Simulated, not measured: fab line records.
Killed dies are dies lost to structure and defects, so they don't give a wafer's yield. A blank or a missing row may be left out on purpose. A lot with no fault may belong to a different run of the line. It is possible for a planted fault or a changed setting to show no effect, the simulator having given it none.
Problem report, 8D (eight disciplines) form, completed by code + flow nand-harc + the parts of the form that need people (team, actions taken, sign-off) are left out

== 1. THE PROBLEM ==
Mean of killed-at-array at NHARC_END_SORT_01: 364 over 2 wafers from 1 lot, against 24 (standard deviation 7.4) on wafers with no fault. Measured from the usual mean, that is +46 standard deviations.
First seen on wafer L517.1, day 21 17:27, on prober-01. Wafers with a number at this step in the record: 7, from 3 lots. By rule, "out" or "out of limits" means more than 4 standard deviations away from the usual mean. The other wafers with a number count as sound.

== 2. WHAT THIS IS AND IS NOT ==
| question                    | is                           | is not                                                                         |
|-----------------------------|------------------------------|--------------------------------------------------------------------------------|
| which readings at this step | killed-at-array, killed-dies | killed-at-other, killed-at-periphery, killed-open, killed-short                |
| which lots                  | L517                         | L519, L520                                                                     |
| which wafers of those lots  | L517.1, L517.6               | L517.5                                                                         |
| read on which gauges        | prober-01                    | prober-02                                                                      |
| when                        | from day 21 17:27            | up to then (0 sound wafers); but 5 sound wafers of L517, L519, L520 came after |

== 3. WHAT RULES OUT EACH SUSPECT ==
Counting: if a tool at a process step up to the reading ran every lot that is out, it stays a suspect. Sound lots after the first of them don't rule it out here, since some wafers of a struck lot are sound.
- ruled out: the gauge at NHARC_END_SORT_01. All the wafers that are out were read on prober-01, but those of them that NHARC_A_STAIRCASE_TRIM_18 has rows for are out there too, on other tools.
- rie-diel-12 at NHARC_A_STAIRCASE_TRIM_14 (chemistry O2, time 211.2 s): kept. It ran the lot that is out, L517 (day 13 13:52). With no start given for some of its lots, NHARC_A_STAIRCASE_TRIM_14 uses the hours and lot order of NHARC_A_STAIRCASE_TRIM_18.
- rie-diel-12 at NHARC_A_STAIRCASE_TRIM_16 (chemistry O2, time 211.2 s): kept. It ran the lot that is out, L517 (day 13 13:52). With no start given for some of its lots, NHARC_A_STAIRCASE_TRIM_16 uses the hours and lot order of NHARC_A_STAIRCASE_TRIM_18.
- rie-diel-12 at NHARC_A_STAIRCASE_TRIM_18 (chemistry O2, time 211.2 s): kept. It ran the lot that is out, L517 (day 13 13:52). Its own readings are out on those wafers: run-length-s.
- rie-diel-12 at NHARC_A_STAIRCASE_ETCH_21 (etches the open film in C4F8/O2, target depth 100 nm, time 40.5 s): kept. It ran the lot that is out, L517 (day 21 17:27). With no start given for some of its lots, NHARC_A_STAIRCASE_ETCH_21 uses the hours and lot order of NHARC_END_SORT_01.
- Within rie-diel-12 at NHARC_A_STAIRCASE_TRIM_14: the wafers that are out ran in chambers 0, 1; their sound lot-mates ran in chamber 2.
- At NHARC_A_STAIRCASE_TRIM_16 on rie-diel-12, chamber 1 took the sound wafers of the same lots and chamber 2 took the wafers that are out.
- At NHARC_A_STAIRCASE_TRIM_18 on rie-diel-12, chamber 1 took the sound wafers of the same lots and chamber 2 took the wafers that are out.
- Within rie-diel-12 at NHARC_A_STAIRCASE_ETCH_21: the wafers that are out ran in chambers 2, 3; their sound lot-mates ran in chamber 0.
Left after counting: rie-diel-12 at NHARC_A_STAIRCASE_TRIM_14, rie-diel-12 at NHARC_A_STAIRCASE_TRIM_16, rie-diel-12 at NHARC_A_STAIRCASE_TRIM_18, rie-diel-12 at NHARC_A_STAIRCASE_ETCH_21.

== 4. THE CAUSE (what the simulator had put in) ==
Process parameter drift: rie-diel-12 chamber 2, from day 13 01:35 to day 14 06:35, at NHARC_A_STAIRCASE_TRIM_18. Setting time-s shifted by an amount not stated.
4 suspects survive the count, and this tool is in that group.

== 5. THE EFFECT CHAIN, in route order ==
One row per reading whose mean, taken over the struck wafers that have a number, lies over 3 standard deviations from the usual. Only readings for which the record gives a usual standard deviation are gone through. hours: the time from each lot's start at the first step in this table that gives one to its start at this step, as a median over the lots. sigmas: the change in usual standard deviations.
| hours | step                      | reading         | usual   | on struck wafers | change | sigmas      |
|-------|---------------------------|-----------------|---------|------------------|--------|-------------|
| 0     | NHARC_A_STAIRCASE_TRIM_18 | run-length-s    | 232.7 s | 157.8            | -74.9  | -99 or more |
| 196   | NHARC_END_SORT_01         | killed-at-array | 24      | 364              | +340   | +46         |
| 196   | NHARC_END_SORT_01         | killed-dies     | 28      | 371              | +343   | +43         |
The process steps in it:
- NHARC_A_STAIRCASE_TRIM_18: chemistry O2, time 211.2 s.

== 6. HOW IT WOULD HAVE BEEN CAUGHT EARLIER ==
Counted from the fault's start at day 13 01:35, it took 208 hours until the first out-of-limits reading at a measuring or inspecting step in this record, taken at day 21 17:27.
The tool's own readings at NHARC_A_STAIRCASE_TRIM_18 were out on every struck wafer that the step has a row for (run-length-s): an alarm limit on them would have fired on the first of those.
All the lots that are out (1) had begun NHARC_A_STAIRCASE_TRIM_18 on rie-diel-12 by day 21 17:27. None of them would have been spared by holding the tool at that moment.
